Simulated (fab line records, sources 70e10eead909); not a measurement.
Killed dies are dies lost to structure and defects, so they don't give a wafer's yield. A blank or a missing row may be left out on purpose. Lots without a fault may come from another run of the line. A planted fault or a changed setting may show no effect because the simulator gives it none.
A struck lot beside a sound one | flow nand_harc | 17 steps out of a route of 1159
Sound: wafers L190.2, L190.3, L190.6. Struck: wafers L204.1, L204.3, L204.6. The cause comes at the end.
At each step with rows: each side's tool, then ch and its chambers, then its first start. Under that, the readings that differ: sound wafers | struck wafers | difference of the means | sigmas: that difference in standard deviations of wafers without a fault.
alike: readings whose means differ by less than 2 such deviations, and words and numbers that are the same on both sides. not compared: withheld readings, readings that some wafer has no value for, bounds like >300 that may hide the same value, and numbers for which the record gives no deviation and whose values overlap.
The two part at a step that has a row with sigmas, a row that says differs or no value, or rows on one side only. Numbers that don't overlap but have no deviation are shown without sigmas and don't part them. A reading that every wafer of one side lacks parts them only if that side has two wafers or more.

NHARC_A_STAIRCASE_CMP_472: polishes SiO2.
  sound on cmp-02 ch 1,3, day 14 03:58; struck on cmp-02 ch 0,1, day 17 15:23
  alike: motor_current_A, retaining_ring_pressure_frac
then, 1 step without rows for these wafers: NHARC_A_STAIRCASE_SRD_474.
NHARC_A_STAIRCASE_INSPECT_155:
  sound on defect_inspect-01, day 14 04:19; struck on defect_inspect-01, day 17 15:44
  alike: raw_defect_count
NHARC_A_SGD_CUT_DEP_00: deposits SiNx, target thk 50 nm.
  sound on pecvd-03 ch 0,1,2, day 14 04:23; struck on pecvd-03 ch 1,2, day 17 15:48
  alike: heater_power_outer_w, heater_power_w
then, 7 steps without rows for these wafers: NHARC_A_SGD_CUT_DEHYDRATE_01 (time 120 s); NHARC_A_SGD_CUT_HMDS_02 (time 30 s); NHARC_A_SGD_CUT_COAT_56 (time 75 s); NHARC_A_SGD_CUT_COAT_57 (time 65 s); NHARC_A_SGD_CUT_COAT_03 (resist thk 90 nm); NHARC_A_SGD_CUT_SOFTBAKE_04 (time 55 s); NHARC_A_SGD_CUT_EBR_05.
NHARC_A_SGD_CUT_EXPOSE_06: exposes mask SGD.
  sound on arfi_scanner-02 ch 0, day 14 04:50; struck on arfi_scanner-03 ch 0, day 17 16:23
  reading                           | sound                | struck            | difference | sigmas
  model.A_SGD_CUT.overlay_x_nm (nm) | -0.274 -0.274 -0.274 | 18.84 18.84 18.84 | +19.11     |
  alike: mask, exposure_dose_mJ_cm2
then, 2 steps without rows for these wafers: NHARC_A_SGD_CUT_PEB_07 (peb time 65 s); NHARC_A_SGD_CUT_DEVELOP_08 (develop time 35 s).
NHARC_A_SGD_CUT_CD_MEAS_09: target cd 100 nm.
  sound on cd_sem-02 ch 0, day 14 04:59; struck on cd_sem-01 ch 0, day 17 16:31
  alike: cd_nm
NHARC_A_SGD_CUT_OVL_MEAS_10:
  sound on overlay-02, day 14 05:04; struck on overlay-01, day 17 16:37
  reading           | sound          | struck         | difference | sigmas
  overlay_x_nm (nm) | -0.4 -0.3 -0.3 | 19.2 18.5 18.7 | +19.1      | +21
  alike: overlay_y_nm
NHARC_A_SGD_CUT_INSPECT_11:
  sound on defect_inspect-01, day 14 05:06; struck on defect_inspect-02, day 17 16:39
  alike: raw_defect_count

WHERE THEY PART
Only at NHARC_A_SGD_CUT_OVL_MEAS_10, within this record. Later steps at which nothing parts them and some readings are alike: NHARC_A_SGD_CUT_INSPECT_11.

WHY: what the simulator had put in
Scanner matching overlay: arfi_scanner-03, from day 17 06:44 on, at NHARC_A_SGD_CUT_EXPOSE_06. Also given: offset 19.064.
